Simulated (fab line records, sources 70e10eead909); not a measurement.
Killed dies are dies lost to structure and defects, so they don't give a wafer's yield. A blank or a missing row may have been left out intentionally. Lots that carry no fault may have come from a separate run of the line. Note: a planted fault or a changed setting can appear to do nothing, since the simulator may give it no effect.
What tool caused it? || flow nand-harc || 6 lots with 18 wafers sampled at 5 steps, on a route of 1302 steps

WHAT THE GAUGES SHOWED, per wafer
NHARC_P_CONTACT_CD_MEAS_12: target cd 90 nm.
{"lot": "L968", "measured": "day 6 14:45", "on": "cd-sem-01", "cd-nm (nm)": "88.6 90.0 89.8"}
{"lot": "L971", "measured": "day 7 20:36", "on": "cd-sem-03", "cd-nm (nm)": "90.7 89.2 89.7"}
{"lot": "L974", "measured": "day 9 05:01", "on": "cd-sem-01", "cd-nm (nm)": "89.8 90.0 89.1"}
{"lot": "L976", "measured": "day 10 03:50", "on": "cd-sem-01", "cd-nm (nm)": "89.9 89.7 90.0"}
{"lot": "L983", "measured": "day 12 23:15", "on": "cd-sem-03", "cd-nm (nm)": "85.4 85.7 85.7"}
{"lot": "L988", "measured": "day 15 03:19", "on": "cd-sem-03", "cd-nm (nm)": "88.2 89.8 89.8"}

EACH LOT AND THE TOOL THAT RAN IT (in order: tool; ch and the chambers of the sampled wafers; start)
{"lot": "L968", "NHARC_P_GATE_STRIP_112": "plasma-asher-01 ch 0, day 6 09:02", "NHARC_P_GATE_DEGAS_109": "pvd-sputter-03, day 6 12:10", "NHARC_P_CONTACT_CMP_01": "cmp-02 ch 1,3, day 6 13:56", "NHARC_P_CONTACT_EXPOSE_09": "arfi-scanner-03 ch 0, day 6 14:37"}
{"lot": "L971", "NHARC_P_GATE_STRIP_112": "plasma-asher-02 ch 0,1, day 7 14:46", "NHARC_P_GATE_DEGAS_109": "pvd-sputter-01, day 7 18:02", "NHARC_P_CONTACT_CMP_01": "cmp-04 ch 1,2, day 7 19:45", "NHARC_P_CONTACT_EXPOSE_09": "arfi-scanner-02 ch 0, day 7 20:28"}
{"lot": "L974", "NHARC_P_GATE_STRIP_112": "plasma-asher-01 ch 0, day 8 23:10", "NHARC_P_GATE_DEGAS_109": "pvd-sputter-03, day 9 02:28", "NHARC_P_CONTACT_CMP_01": "cmp-02 ch 0,2,3, day 9 04:14", "NHARC_P_CONTACT_EXPOSE_09": "arfi-scanner-02 ch 0, day 9 04:53"}
{"lot": "L976", "NHARC_P_GATE_STRIP_112": "plasma-asher-02 ch 0,1, day 9 21:40", "NHARC_P_GATE_DEGAS_109": "pvd-sputter-02, day 10 00:50", "NHARC_P_CONTACT_CMP_01": "cmp-02 ch 0,1,2, day 10 03:01", "NHARC_P_CONTACT_EXPOSE_09": "arfi-scanner-01 ch 0, day 10 03:43"}
{"lot": "L983", "NHARC_P_GATE_STRIP_112": "plasma-asher-01 ch 1, day 12 17:34", "NHARC_P_GATE_DEGAS_109": "pvd-sputter-03, day 12 20:42", "NHARC_P_CONTACT_CMP_01": "cmp-04 ch 2,3, day 12 22:25", "NHARC_P_CONTACT_EXPOSE_09": "arfi-scanner-02 ch 0, day 12 23:07"}
{"lot": "L988", "NHARC_P_GATE_STRIP_112": "plasma-asher-01 ch 0,1, day 14 21:35", "NHARC_P_GATE_DEGAS_109": "pvd-sputter-03, day 15 00:45", "NHARC_P_CONTACT_CMP_01": "cmp-02 ch 0,1,2, day 15 02:33", "NHARC_P_CONTACT_EXPOSE_09": "arfi-scanner-01 ch 0, day 15 03:11"}
- NHARC_P_GATE_STRIP_112: strips in N2/H2, time 200 s.
- NHARC_P_GATE_DEGAS_109: time 60 s.
- NHARC_P_CONTACT_CMP_01: polishes SiO2, target thk 200 nm.
- NHARC_P_CONTACT_EXPOSE_09: exposes mask P CA, target cd 90 nm.

THE ANSWER, worked out from the rows above alone
Rule: the lots themselves supply what counts as usual. The widest of any qualifying gaps counts: lots, ordered by their means at a reading, are off when they make up no more than a third of the lots, leave a main group of 4 or more, and stand apart from it by 3 or more times the standard deviation of that group's means. A main group whose means are all the same, to the digits that the tables above print for the reading, isn't used. Also off: a lot with no number at a reading for which 4 or more lots have one. Where the step has rows for the other lots, those lots are counted as sound.
Off, at NHARC_P_CONTACT_CD_MEAS_12 on cd-nm: L983. Main group: mean 89.6 nm, sd 0.23.
A tool fits if, at a process step before that reading, it ran every lot that is off, and no sound lot after the first of them. The gauges at NHARC_P_CONTACT_CD_MEAS_12 are tried like those tools. 2 tools fit, cmp-04 at NHARC_P_CONTACT_CMP_01 and arfi-scanner-02 at NHARC_P_CONTACT_EXPOSE_09, so this cannot tell which one it is.

WHAT THE SIMULATOR PUT IN
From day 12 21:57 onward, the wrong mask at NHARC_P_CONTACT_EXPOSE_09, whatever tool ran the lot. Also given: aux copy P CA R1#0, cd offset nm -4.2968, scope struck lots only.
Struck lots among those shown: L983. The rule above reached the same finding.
